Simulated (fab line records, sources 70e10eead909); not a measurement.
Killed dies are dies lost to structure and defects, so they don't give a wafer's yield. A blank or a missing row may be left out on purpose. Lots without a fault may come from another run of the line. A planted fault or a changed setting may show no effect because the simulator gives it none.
fab line records | flow nand_harc
record lots=11 wafers=33 last_day=24
route steps=1159 shown A_BONDPAD@1079 THIN_TSV@1126 END@1158
lots that met no fault: from a run of the same line without faults
start_h: hours from the record's first day to the start of the lot's first wafer shown | wait_h: hours since the lot's step before | " the same as in the row above | L1.1+2: a row that stands for several wafers | - no value, or no start given | * or withheld: withheld | < > ~ a bound
route shown NAME@n: a module of which the file shows steps, and the number in the route of the first | usual: mean/standard deviation of fault-free wafers | same: alike in all rows | chamber/n: place in a boat | sites: the reading at each site | _std_site: their standard deviation | _edge_site: outer sites' mean less inner sites' | radius_mm: how far each site lies from the wafer's centre | mask NAME#n: copy n | behind: the tool/chamber that last shaped the wafer | hold: why the lot was held/for how many hours/how that ended | device: the transistor (n, p or np) that didn't switch | end of line: the same wafers' tests at the end of the route | a step without rows: its recipe alone | killed: dies lost to structure and defects at the first sort, not the wafer's yield | map: a wafer's dies, x killed, . not, _ none there
set.NAME: the setting as run; set.NAME@STEP: as run at that earlier step | model.NAME: the simulator's own value behind a step, which no gauge read
steps of the route over a sample of lots; a table a step, a row a wafer
services: from which hour (start_h, from the record's first day; less than 0 if before it) a tool's chamber was out of use, for how many hours, and why
## steps
# step NHARC_A_BONDPAD_STRIP_15
# recipe o2_flow_sccm=500 ar_flow_sccm=0 bias_w=0 chemistry=O2
# usual drypump_motor_current_A=5.9/0.39 oes_product_au=1.000/0.01 rf_vpp_V=57.7/0.92 showerhead_plenum_p_Torr=3.51/0.16 throttle_valve_pct=17.037/0.0086
# columns lot.wafer tool chamber start_h wait_h drypump_motor_current_A oes_product_au rf_hours_counter_h rf_vpp_V showerhead_plenum_p_Torr throttle_valve_pct
L801.2 rie_diel-03 0 426.90 0.1 5.9 1.011 5 58.2 3.49 17.028
L801.3 " 2 " " 5.5 0.997 4 57.6 3.69 17.034
L801.5 " 1 " " 6.0 1.015 - 56.3 3.30 17.032
L804.2 rie_diel-01 3 430.84 0.1 6.2 1.002 4 56.1 3.34 17.029
L804.3 " 1 " " 5.4 0.978 3 57.3 3.57 17.039
L804.5 " 2 " " 5.4 0.996 - 58.4 3.45 17.041
L802.4 rie_diel-03 1 431.07 0.1 6.0 0.987 7 59.6 3.30 17.044
L802.2 " 3 " " 6.7 0.996 6 57.3 3.42 17.025
L802.5 " 0 " " 5.9 0.995 - 58.2 3.49 17.055
L807.2 rie_diel-01 0 455.53 0.1 6.0 0.994 5 57.3 3.75 17.034
L807.1 " 1 " " 5.4 0.990 5 58.1 3.57 17.023
L807.4 " 3 " " 6.2 0.994 5 56.8 3.34 17.049
L809.1 rie_diel-01 0 458.07 0.1 6.0 1.008 5 56.9 3.75 17.034
L809.3 " 1 " " 5.4 0.985 5 58.3 3.57 17.043
L809.5 " 0 " " 6.0 1.010 - 56.9 3.75 17.042
L810.2 rie_diel-01 3 460.96 0.1 6.2 1.014 5 55.4 3.34 17.020
L810.1 " 0 " " 6.0 1.002 5 59.6 3.75 17.027
L810.6 " 2 " " 5.4 1.002 - 57.5 3.45 17.034
L811.1 rie_diel-03 1 474.90 0.1 6.0 1.003 14 55.8 3.30 17.044
L811.4 " 2 " " 5.6 0.998 12 57.3 3.69 17.036
L811.5 " 0 " " 5.9 1.012 - 58.9 3.49 17.054
L816.1 rie_diel-03 1 496.12 0.1 6.0 1.002 20 56.6 3.30 17.048
L816.3 " 3 " " 6.7 0.992 15 58.2 3.42 17.030
L816.6 " 2 " " 5.5 0.987 - 57.4 3.69 17.028
L814.2 rie_diel-01 3 506.38 0.1 6.3 0.987 0 57.4 3.34 17.044
L814.3 " 2 " " 5.4 0.997 0 56.7 3.45 17.046
L814.6 " 3 " " 6.2 0.989 - 56.7 3.34 17.048
L817.4 rie_diel-01 2 517.37 0.1 5.4 0.991 1 56.9 3.45 17.040
L817.1 " 3 " " 6.2 0.994 1 58.8 3.34 17.034
L817.6 " 3 " " 6.2 1.001 - 56.9 3.34 17.050
L823.4 rie_diel-01 0 530.04 0.1 6.0 1.023 2 58.8 3.75 17.030
L823.2 " 1 " " 5.4 1.016 2 58.5 3.57 17.052
L823.6 " 3 " " 6.3 0.995 - 57.7 3.34 17.042
# step NHARC_THIN_TSV_STRIP_62
# recipe power_w=1500 temp_c=250 time_s=20 chemistry=N2/H2
# usual drypump_motor_current_A=6.2/0.33 heater_power_w=322/41
# columns lot.wafer tool chamber start_h wait_h drypump_motor_current_A heater_power_w rf_hours_counter_h
L801.2 plasma_asher-01 1 447.21 - 6.5 316 54
L801.3 " 1 " " 6.5 318 -
L801.5 " 0 " " 6.5 368 -
L804.2 plasma_asher-01 1 448.25 - 6.5 325 54
L804.3 " 0 " " 6.5 374 -
L804.5 " 0 " " 6.5 373 -
L802.2 plasma_asher-01 1 451.23 - 6.5 312 55
L802.4 " 0 " " 6.5 372 -
L802.5 " 1 " " 6.5 306 -
L807.1 plasma_asher-02 0 474.12 - 5.7 267 41
L807.2 " 1 " " 6.1 294 41
L807.4 " 1 " " 6.1 294 -
L810.2 plasma_asher-01 0 476.82 - 6.5 389 5
L810.1 " 1 " " 6.5 326 5
L810.6 " 0 " " 6.5 387 -
L809.1 plasma_asher-02 1 477.81 - 6.1 306 43
L809.3 " 0 " " 5.7 268 -
L809.5 " 1 " " 6.1 297 -
L811.1 plasma_asher-01 0 494.21 - 6.5 383 10
L811.4 " 0 " " 6.5 383 -
L811.5 " 1 " " 6.5 330 -
L816.1 plasma_asher-01 0 520.06 - 6.5 398 16
L816.3 " 0 " " 6.4 388 -
L816.6 " 0 " " 6.5 378 -
L814.2 plasma_asher-01 0 521.41 - 6.5 388 16
L814.3 " 1 " " 6.5 329 -
L814.6 " 0 " " 6.5 385 -
L817.1 plasma_asher-01 1 536.24 - 6.5 328 22
L817.4 " 1 " " 6.5 324 -
L817.6 " 0 " " 6.5 384 -
L823.2 plasma_asher-02 1 548.58 - 6.1 303 1
L823.4 " 1 " " 6.1 311 -
L823.6 " 1 " " 6.1 317 -
# step NHARC_THIN_TSV_PVD_51
# recipe target_thk_a=1000 chamber_pressure_pa=5 material=Cu
# usual throttle_valve_pct=30.2/1.1
# columns lot.wafer tool chamber start_h wait_h throttle_valve_pct
L801.2 pvd_sputter-02 - 447.65 - 32.0
L801.3 " - " " 28.7
L801.5 " - " " 29.6
L804.2 pvd_sputter-01 - 448.73 - 31.2
L804.3 " - " " 28.8
L804.5 " - " " 30.1
L802.4 pvd_sputter-02 - 451.71 - 31.6
L802.2 " - " " 28.7
L802.5 " - " " 31.9
L807.2 pvd_sputter-02 - 474.58 - 32.2
L807.1 " - " " 31.4
L807.4 " - " " 28.9
L810.2 pvd_sputter-03 - 477.27 - 28.6
L810.1 " - " " 29.7
L810.6 " - " " 28.6
L809.1 pvd_sputter-01 - 478.28 - 30.1
L809.3 " - " " 31.1
L809.5 " - " " 30.6
L811.4 pvd_sputter-02 - 494.68 - 31.7
L811.1 " - " " 28.9
L811.5 " - " " 29.7
L816.1 pvd_sputter-03 - 520.51 - 29.8
L816.3 " - " " 29.6
L816.6 " - " " 30.1
L814.3 pvd_sputter-02 - 521.89 - 32.2
L814.2 " - " " 31.4
L814.6 " - " " 29.8
L817.4 pvd_sputter-02 - 536.69 - 31.6
L817.1 " - " " 28.5
L817.6 " - " " 32.0
L823.4 pvd_sputter-01 - 549.12 - 31.5
L823.2 " - " " 29.0
L823.6 " - " " 31.4
# step NHARC_END_WLT_00
# usual VT_DECK1_BOTTOM=0.875/0.0083 VT_DECK1_BOTTOM_INNER=0.874/0.0078 VT_DECK1_MEDIAN_NEAR_BOTTOM=0.876/0.008 VT_DECK1_MEDIAN_NEAR_BOTTOM_INNER=0.875/0.008 VT_DECK1_MIDDLE=0.887/0.0072 VT_DECK1_MIDDLE_INNER=0.886/0.0073 VT_DECK1_TOP=0.898/0.0071 VT_DECK1_TOP_INNER=0.898/0.0071
# columns lot.wafer tool chamber start_h wait_h VT_DECK1_BOTTOM VT_DECK1_BOTTOM_INNER VT_DECK1_MEDIAN_NEAR_BOTTOM VT_DECK1_MEDIAN_NEAR_BOTTOM_INNER VT_DECK1_MIDDLE VT_DECK1_MIDDLE_INNER VT_DECK1_TOP VT_DECK1_TOP_INNER
L804.2 prober-02 - 457.74 1.1 0.872 0.867 0.866 0.875 0.887 0.888 0.901 0.896
L804.3 " - " " 0.879 0.875 0.882 0.881 0.886 0.891 0.897 0.900
L804.5 " - 459.26 2.6 0.870 0.856 0.868 0.864 0.879 0.884 0.905 0.902
L801.2 prober-01 - 465.02 8.3 0.888 0.886 0.883 0.892 0.892 0.894 0.897 0.902
L801.3 " - " " 0.879 0.876 0.873 0.882 0.890 0.892 0.895 0.904
L801.5 " - 466.52 9.8 0.880 0.885 0.889 0.890 0.891 0.888 0.894 0.902
L802.2 prober-02 - 465.53 4.5 0.871 0.871 0.875 0.876 0.890 0.880 0.897 0.899
L802.4 " - " " 0.877 0.870 0.868 0.868 0.889 0.889 0.892 0.895
L802.5 " - " " 0.875 0.877 0.878 0.876 0.892 0.891 0.895 0.898
L807.1 prober-02 - 480.91 0.0 0.888 0.883 0.880 0.878 0.893 0.889 0.906 0.900
L807.2 " - " " 0.884 0.870 0.882 0.881 0.887 0.889 0.911 0.900
L807.4 " - " " 0.886 0.878 0.882 0.888 0.884 0.888 0.913 0.907
L809.1 prober-02 - 496.43 11.5 0.874 0.874 0.875 0.871 0.889 0.887 0.895 0.901
L809.3 " - 497.44 12.5 0.863 0.863 0.867 0.869 0.876 0.878 0.892 0.889
L809.5 " - 498.44 13.5 0.861 0.867 0.872 0.874 0.889 0.881 0.894 0.890
L810.1 prober-01 - 496.49 11.5 0.873 0.866 0.874 0.873 0.890 0.873 0.896 0.905
L810.2 " - " " 0.859 0.881 0.867 0.868 0.885 0.888 0.895 0.896
L810.6 " - 498.98 14.0 0.873 0.870 0.885 0.881 0.891 0.888 0.892 0.897
L811.1 prober-01 - 504.30 1.0 0.868 0.872 0.868 0.870 0.882 0.879 0.892 0.889
L811.4 " - 505.79 2.5 0.862 0.859 0.865 0.858 0.871 0.873 0.892 0.887
L811.5 " - " " 0.873 0.864 0.868 0.871 0.876 0.882 0.881 0.896
L816.1 prober-01 - 529.34 0.0 0.875 0.875 0.880 0.868 0.891 0.875 0.891 0.903
L816.3 " - 530.34 1.1 0.869 0.874 0.880 0.872 0.893 0.893 0.902 0.901
L816.6 " - 531.85 2.6 0.866 0.874 0.869 0.872 0.887 0.882 0.904 0.896
L814.2 prober-02 - 529.86 0.6 0.878 0.874 0.887 0.876 0.890 0.884 0.899 0.887
L814.3 " - " " 0.875 0.875 0.880 0.884 0.895 0.879 0.898 0.892
L814.6 " - 531.90 2.6 0.882 0.886 0.876 0.881 0.887 0.883 0.901 0.903
L817.1 prober-01 - 545.34 0.0 0.884 0.870 0.875 0.880 0.889 0.882 0.902 0.892
L817.4 " - 546.83 1.5 0.869 0.884 0.873 0.869 0.883 0.892 0.899 0.893
L817.6 " - " " 0.881 0.870 0.876 0.876 0.889 0.878 0.890 0.891
L823.2 prober-02 - 564.52 8.3 0.876 0.875 0.881 0.878 0.882 0.884 0.891 0.899
L823.4 " - " " 0.867 0.866 0.860 0.870 0.889 0.889 0.898 0.888
L823.6 " - 566.51 10.3 0.872 0.871 0.878 0.871 0.887 0.888 0.897 0.897
# step NHARC_END_SORT_01
# recipe temp_c=25
# usual defect_limited_yield=95.7/1.5 killed_at_array=25/10 killed_at_other=0.6/0.91 killed_at_periphery=3.6/2.9 killed_dies=29/10 killed_open=3.3/2 killed_short=1.9/1.5 sort_bin_2_pct=1.3/0.61 sort_bin_3_pct=0.26/0.19 sort_bin_4_pct=2.7/1 sort_n_pass=648/10 sort_rim_yield_pct=94/3.2 sort_yield_pct=95.7/1.5
# same gross_dies=677 sort_bin_5_pct[%]=0 sort_bin_6_pct[%]=0 sort_bin_7_pct[%]=0 sort_bin_8_pct[%]=0 sort_rim_n_gross=106.00
# columns lot.wafer tool chamber start_h wait_h defect_limited_yield[%] killed_at_array killed_at_other killed_at_periphery killed_dies killed_open killed_short sort_bin_2_pct[%] sort_bin_3_pct[%] sort_bin_4_pct[%] sort_n_pass sort_rim_yield_pct[%] sort_yield_pct[%]
L801.2 prober-01 0 468.34 2.8 96.0 20 1 6 27 4 2 1.0 0.30 2.7 650 92 96.0
L801.3 prober-01 0 469.14 3.1 94.5 34 0 3 37 5 4 1.9 0.15 3.4 640 88 94.5
L801.5 prober-01 0 470.76 3.7 95.3 29 1 2 32 6 2 1.5 0.59 2.7 645 92 95.3
L816.1 prober-01 0 532.36 2.5 96.6 13 0 10 23 1 0 1.5 0 1.9 654 96 96.6
L814.2 prober-02 0 533.20 2.8 83.2 55 56 3 114 7 0 9.2 1.03 6.6 563 85 83.2
L814.3 prober-02 0 533.99 3.1 92.8 49 0 0 49 2 1 1.6 0.44 5.2 628 92 92.8
L814.6 prober-02 0 536.37 4.0 92.6 50 0 0 50 2 1 2.7 0.15 4.6 627 95 92.6
L817.1 prober-01 0 548.32 2.5 94.1 36 2 2 40 2 1 1.8 0 4.1 637 92 94.1
L817.4 prober-01 0 550.73 3.4 85.5 33 62 3 98 2 3 8.1 1.48 4.9 579 82 85.5
L817.6 prober-01 0 552.34 4.0 93.9 37 2 2 41 2 0 3.0 0.30 2.8 636 92 93.9
# killed by level:class
L801.2 A_SLIT:chamber_film_flake=11 A_CONTACT:chamber_film_flake=5 P_M0:geometric_particle:open=2 P_GATE:geometric_particle:open=1 P_M1:geometric_particle:open=1 A_CHANNEL_FILL_D1:geometric_particle:short=1 P_ZERO_WELL:chamber_film_flake=1 P_GATE:chamber_film_flake=1
L801.3 A_SLIT:chamber_film_flake=9 A_CONTACT:chamber_film_flake=7 A_CHANNEL_HOLE_D1:chamber_film_flake=6 A_SGD_CUT:chamber_film_flake=4 P_M0:geometric_particle:open=2 A_CHANNEL_FILL_D1:geometric_particle:short=2 P_M0:geometric_particle:short=1 A_SGD_CUT:geometric_particle:open=1
L801.5 A_SLIT:chamber_film_flake=9 A_CONTACT:chamber_film_flake=6 A_CHANNEL_HOLE_D1:chamber_film_flake=4 A_SGD_CUT:chamber_film_flake=2 P_M0:geometric_particle:short=1 P_M0:geometric_particle:open=1 A_CHANNEL_HOLE_D1:geometric_particle:short=1 A_CHANNEL_HOLE_D1:geometric_particle:open=1
L816.1 A_CONTACT:chamber_film_flake=8 P_ZERO_WELL:chamber_film_flake=6 A_STAIRCASE:chamber_film_flake=4 P_GATE:chamber_film_flake=2 P_CONTACT:geometric_particle:open=1 P_M2:chamber_film_flake=1 A_CHANNEL_HOLE_D1:chamber_film_flake=1
L814.2 THIN_TSV:unspecified=56 A_CHANNEL_HOLE_D1:chamber_film_flake=25 A_SLIT:chamber_film_flake=13 A_ZERO_WELL:chamber_film_flake=4 A_STAIRCASE:chamber_film_flake=4 A_WL_FILL:chamber_film_flake=3 P_STI:geometric_particle:open=1 P_GATE:geometric_particle:open=1
L814.3 A_CHANNEL_HOLE_D1:chamber_film_flake=16 A_SLIT:chamber_film_flake=13 A_CONTACT:chamber_film_flake=7 A_STAIRCASE:chamber_film_flake=5 A_ZERO_WELL:chamber_film_flake=2 A_WL_FILL:chamber_film_flake=2 A_CHANNEL_HOLE_D1:geometric_particle:short=1 A_CONTACT:geometric_particle:open=1
L814.6 A_CHANNEL_HOLE_D1:chamber_film_flake=23 A_SLIT:chamber_film_flake=15 A_STAIRCASE:chamber_film_flake=3 A_WL_FILL:chamber_film_flake=3 A_CONTACT:chamber_film_flake=3 A_CONTACT:geometric_particle:open=2 A_CHANNEL_FILL_D1:geometric_particle:short=1
L817.1 A_SLIT:chamber_film_flake=17 A_STAIRCASE:chamber_film_flake=10 A_CONTACT:chamber_film_flake=5 THIN_TSV:chamber_film_flake=2 A_ONON_D1:geometric_particle:short=1 A_CHANNEL_HOLE_D1:chamber_film_flake=1 A_CHANNEL_FILL_D1:geometric_particle:open=1 A_CONTACT:geometric_particle:open=1
L817.4 THIN_TSV:unspecified=62 A_SLIT:chamber_film_flake=13 A_CHANNEL_HOLE_D1:chamber_film_flake=6 A_CONTACT:chamber_film_flake=6 A_STAIRCASE:chamber_film_flake=4 P_M0:geometric_particle:open=1 P_M2:geometric_particle:short=1 A_ONON_D1:geometric_particle:open=1
L817.6 A_SLIT:chamber_film_flake=16 A_CONTACT:chamber_film_flake=8 A_STAIRCASE:chamber_film_flake=5 A_CHANNEL_HOLE_D1:chamber_film_flake=3 P_ZERO_WELL:chamber_film_flake=2 A_BLC:chamber_film_flake=2 THIN_TSV:chamber_film_flake=2 A_WL_FILL:geometric_particle:open=1
## services
# columns tool chamber start_h hours kind
rie_diel-01 0 421.83 - clean
rie_diel-01 1 421.83 - clean
rie_diel-01 2 421.83 - clean
rie_diel-01 3 421.83 - clean
pvd_sputter-02 - 428.71 2.8 repair
rie_diel-01 0 446.33 - clean
rie_diel-01 1 446.33 - clean
rie_diel-01 2 446.33 - clean
rie_diel-01 3 446.33 - clean
plasma_asher-01 - 453.05 9.0 pm
plasma_asher-01 0 453.05 9.0 vent_cycle
plasma_asher-01 1 453.05 9.0 vent_cycle
pvd_sputter-03 - 458.08 10.0 pm
plasma_asher-01 0 462.05 - clean
plasma_asher-01 1 462.05 - clean
rie_diel-03 3 487.54 6.7 repair
rie_diel-01 - 491.80 9.0 pm
pvd_sputter-01 - 506.66 4.6 repair
pvd_sputter-01 - 514.02 10.0 pm
rie_diel-03 3 517.52 6.5 repair
pvd_sputter-02 - 529.72 0.5 repair
plasma_asher-02 - 537.02 9.0 pm
pvd_sputter-03 - 545.79 7.3 repair
plasma_asher-01 - 548.32 18.6 repair
## key
first_sign step=NHARC_END_SORT_01 reading=killed_at_other direction=up sigmas=58 usual=0.6 struck=59
effect step=NHARC_END_SORT_01 reading=defect_limited_yield direction=down sigmas=7.5 usual=95.7 struck=84.3
more_kills_born_at NHARC_THIN_TSV_PVD_51@pvd_sputter-02=118
met_at NHARC_THIN_TSV_PVD_51
struck_lots L814,L817
struck_wafers L814.2,L817.4
not_acting_at NHARC_A_BONDPAD_STRIP_15,NHARC_THIN_TSV_STRIP_62,NHARC_END_WLT_00
onset_between 494.68 521.89
fault kind=chamber_particle_source tool=pvd_sputter-02 chamber=- onset_h=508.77 steps=NHARC_THIN_TSV_PVD_51 rate_per_visit_cm2=0.39175 end_h=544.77 scope=struck_wafers_only
